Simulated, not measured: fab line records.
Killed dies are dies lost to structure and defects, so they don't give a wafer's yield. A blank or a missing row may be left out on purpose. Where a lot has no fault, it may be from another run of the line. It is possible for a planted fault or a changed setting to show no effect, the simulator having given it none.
Split-lot experiment | flow n5Finfet | route with 1938 steps; 7 lots, 21 wafers read

THE SPLIT
At N5_BEOL_M9_COAT_59 (time 60 s, resist thk 100 nm), the setting spinRpm was moved away from the recipe's 1500 rpm on 9 of the 21 wafers read, by -6.0% to +4.4%. This setting was run at the recipe's value on the other wafers.

FROM THE SPLIT TO THE READING: what the file shows between them, 7 steps
- N5_BEOL_M9_COAT_60: time 60 s, resist thk 30 nm
- N5_BEOL_M9_COAT_05: resist thk 90 nm
- N5_BEOL_M9_DESCUM_16: chemistry O2, time 7.9 s
- N5_BEOL_M9_ETCH_61: etches SiARC in CF4, target depth 39 nm, time 65 s
- N5_BEOL_M9_ETCH_62: etches SOC in N2/H2, target depth 110 nm, overetch 22 nm, time 165 s
- N5_BEOL_M9_STRIP_68: strips in N2/H2
- N5_BEOL_M9_STRIP_67: strips in CF4

THE READING
SOC_of_BEOL_M9_COAT_59.thkNm (the simulator's own value, which no gauge read), in nm, at N5_BEOL_M9_HM_OPEN_17 (chemistry Cl2/BCl3, target TiN, target depth 20 nm, overetch 6 nm). The file does not state a usual value for it. Here, 12 wafers ran the recipe; their average is 92.0 nm with a standard deviation of 0.19 nm.

wafer  | tool, chamber at the split | spinRpm as run, rpm | against the recipe | SOC_of_BEOL_M9_COAT_59.thkNm, nm | against lot-mates on the recipe
L074.3 | lithoTrack-01, 0           | 1500                | recipe             | 92.2                             | -
L074.4 | lithoTrack-01, 0           | 1410                | -6.0%              | 95.4                             | +3.2
L074.6 | lithoTrack-01, 0           | 1410                | -6.0%              | 95.4                             | +3.2
L078.3 | lithoTrack-01, 0           | 1500                | recipe             | 91.8                             | -
L078.4 | lithoTrack-01, 0           | 1566                | +4.4%              | 90                               | -1.8
L078.5 | lithoTrack-01, 0           | 1566                | +4.4%              | 89.8                             | -2.0
L080.1 | lithoTrack-04, 0           | 1500                | recipe             | 92.2                             | -
L080.5 | lithoTrack-04, 0           | 1500                | recipe             | 92.2                             | -
L080.6 | lithoTrack-04, 0           | 1500                | recipe             | 91.8                             | -
L083.1 | lithoTrack-01, 0           | 1500                | recipe             | 91.8                             | -
L083.4 | lithoTrack-01, 0           | 1500                | recipe             | 91.8                             | -
L083.5 | lithoTrack-01, 0           | 1500                | recipe             | 91.8                             | -
L084.3 | lithoTrack-04, 0           | 1500                | recipe             | 92                               | -
L084.4 | lithoTrack-04, 0           | 1500                | recipe             | 92.2                             | -
L084.5 | lithoTrack-04, 0           | 1500                | recipe             | 92.2                             | -
L093.2 | lithoTrack-01, 0           | 1500                | recipe             | 92.2                             | -
L093.4 | lithoTrack-01, 0           | 1449                | -3.4%              | 93.8                             | +1.6
L093.6 | lithoTrack-01, 0           | 1449                | -3.4%              | 93.8                             | +1.6
L094.2 | lithoTrack-05, 0           | 1411                | -5.9%              | 95.2                             | no lot-mate on the recipe
L094.5 | lithoTrack-05, 0           | 1411                | -5.9%              | 95.4                             | no lot-mate on the recipe
L094.6 | lithoTrack-05, 0           | 1411                | -5.9%              | 95.6                             | no lot-mate on the recipe

FIT RESULTS
A straight line over all 21 wafers: SOC_of_BEOL_M9_COAT_59.thkNm changes by -0.543 nm for each +1% of spinRpm; r = -0.99; the points scatter about the line by 0.2 nm.
The same after taking each lot's own level away (the mean of its wafers on the recipe; 18 wafers): -0.489 nm for each +1%; r = -0.99; scatter 0.15 nm.
On that fit, the largest move of spinRpm shifts the reading by 2.9 nm.
Measured against the standard deviation above, the lots' own levels, which go from 91.80 to 92.20 nm, span 2.1 times it.
So the lot-to-lot level changes the slope: the two fits differ.
Check: for one of the wafers moved furthest among these (-6.0%), held out of the fit, the line's prediction against its lot-mates is +2.9 nm. Against them it came out at +3.2 nm.

OTHER SPLITS ON THESE WAFERS
These wafers also went through other splits before the reading. Each is held against what the fit with the lots' levels taken away leaves over:
other split on the same wafers | wafers away from the commonest value | r with SOC_of_BEOL_M9_COAT_59.thkNm (lot level and that fit taken away)
N5_BEOL_M7_EXPOSE_08 doseMj    | 6                                    | -0.16
N5_BEOL_M7_DEP_56 timeS        | 7                                    | -0.02
N5_BEOL_M8_COAT_60 spinRpm     | 5                                    | +0.27

THE WHOLE CHAIN: every reading that the file lists as answering this split, in the file's order
step                  | what it does                                                         | reading                                                                       | change (the file's fit)               | r (the file's)
N5_BEOL_M9_COAT_59    | time 60 s, resist thk 100 nm                                         | SOC_of_BEOL_M9_COAT_59.thkNm (the simulator's own value, which no gauge read) | -0.466 nm for each +1% of the setting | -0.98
N5_BEOL_M9_ETCH_62    | etches SOC in N2/H2, target depth 110 nm, overetch 22 nm, time 165 s | etch.depthNm (the simulator's own value, which no gauge read)                 | -0.468 nm for each +1% of the setting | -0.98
N5_BEOL_M9_HM_OPEN_17 | chemistry Cl2/BCl3, target TiN, target depth 20 nm, overetch 6 nm    | SOC_of_BEOL_M9_COAT_59.thkNm (the simulator's own value, which no gauge read) | -0.493 nm for each +1% of the setting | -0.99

THE FILE'S OWN FIT
SOC_of_BEOL_M9_COAT_59.thkNm changes by -0.493 nm for each +1% of spinRpm, r = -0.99.
